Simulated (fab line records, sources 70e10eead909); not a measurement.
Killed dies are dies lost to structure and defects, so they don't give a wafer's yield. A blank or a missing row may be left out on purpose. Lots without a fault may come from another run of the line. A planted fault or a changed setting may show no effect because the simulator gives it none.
Problem report in the 8D (eight disciplines) form, filled by code | flow nand_harc | the parts of the form that need people (team, actions taken, sign-off) are left out

1. THE PROBLEM
cd_nm at NHARC_P_M2_CD_MEAS_09 reads a mean of 176.3 nm on 9 wafers of 3 lots; wafers without a fault read 169.9 nm with a standard deviation of 0.45. That is +14 standard deviations from the usual mean.
The step: target cd 170 nm.
First seen on wafer L719.1, day 9 14:02, on cd_sem-01. The record holds 36 wafers of 12 lots with a number at this step. Rule for "out", or "out of limits": more than 4 standard deviations from the usual mean. The other wafers with a number count as sound.

2. WHAT IT IS AND WHAT IT IS NOT
question                    | is                     | is not
which readings at this step | cd_nm                  | -
which lots                  | L719, L721, L722       | L714, L720, L723, L728, L729, L730, L732, L733, L735
which wafers of those lots  | all that have a number | -
read on which gauges        | cd_sem-01, cd_sem-02   | cd_sem-03
when                        | from day 9 14:02       | up to then (6 sound wafers); but 21 sound wafers of L723, L728, L729, L730, L732, L733, L735 came after

3. SUSPECTS, AND WHAT RULES EACH OUT
Counting: a tool at a process step up to the reading stays a suspect if it ran every lot that is out and no sound lot after the first of them.
- the gauge at NHARC_P_M2_CD_MEAS_09: ruled out. The wafers that are out were read on 2 gauges (cd_sem-01, cd_sem-02).
- litho_track-06 at NHARC_P_M2_PEB_07 (peb time 65 s): ruled out as a lasting fault. Sound lots L729, L730, L733 ran on it after its first lot that is out, L719 (day 9 13:58).
Left after counting: nothing in the record.

4. THE CAUSE (what the simulator had put in)
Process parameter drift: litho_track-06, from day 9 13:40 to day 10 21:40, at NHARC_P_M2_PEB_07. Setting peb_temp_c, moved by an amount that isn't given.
Counting ruled it out, wrongly: the rule takes a fault to strike every lot that its tool runs from its start on, and this one did not.

5. THE CHAIN OF EFFECTS, in route order
Each row: a reading whose mean over the struck wafers that have a number lies more than 3 standard deviations from the usual. Only readings for which the record gives a usual standard deviation are gone through. hours: the time from each lot's start at the first step in this table that gives one to its start at this step, as a median over the lots. sigmas: the change in usual standard deviations.
hours | step                  | reading              | usual    | on struck wafers | change | sigmas
0     | NHARC_P_M2_PEB_07     | heater_power_total_W | 156.6 W  | 160.9            | +4.3   | +9.8
0     | NHARC_P_M2_PEB_07     | plate_temp_C         | 100.00 C | 102.10           | +2.10  | +15
0     | NHARC_P_M2_CD_MEAS_09 | cd_nm                | 169.9 nm | 176.3            | +6.4   | +14
The process steps in it:
- NHARC_P_M2_PEB_07: peb time 65 s.
Later measuring or inspecting steps at which every struck wafer that the step has a row for has a number for every such reading, and none has moved that far: NHARC_END_SORT_01.

6. WHAT WOULD HAVE CAUGHT IT SOONER
In this record the first reading out of limits at a measuring or inspecting step was taken at day 9 14:02, 0 hours after the fault began at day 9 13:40.
The tool's own readings at NHARC_P_M2_PEB_07 were out on every struck wafer that the step has a row for (heater_power_total_W, plate_temp_C): an alarm limit on them would have fired on the first of those.
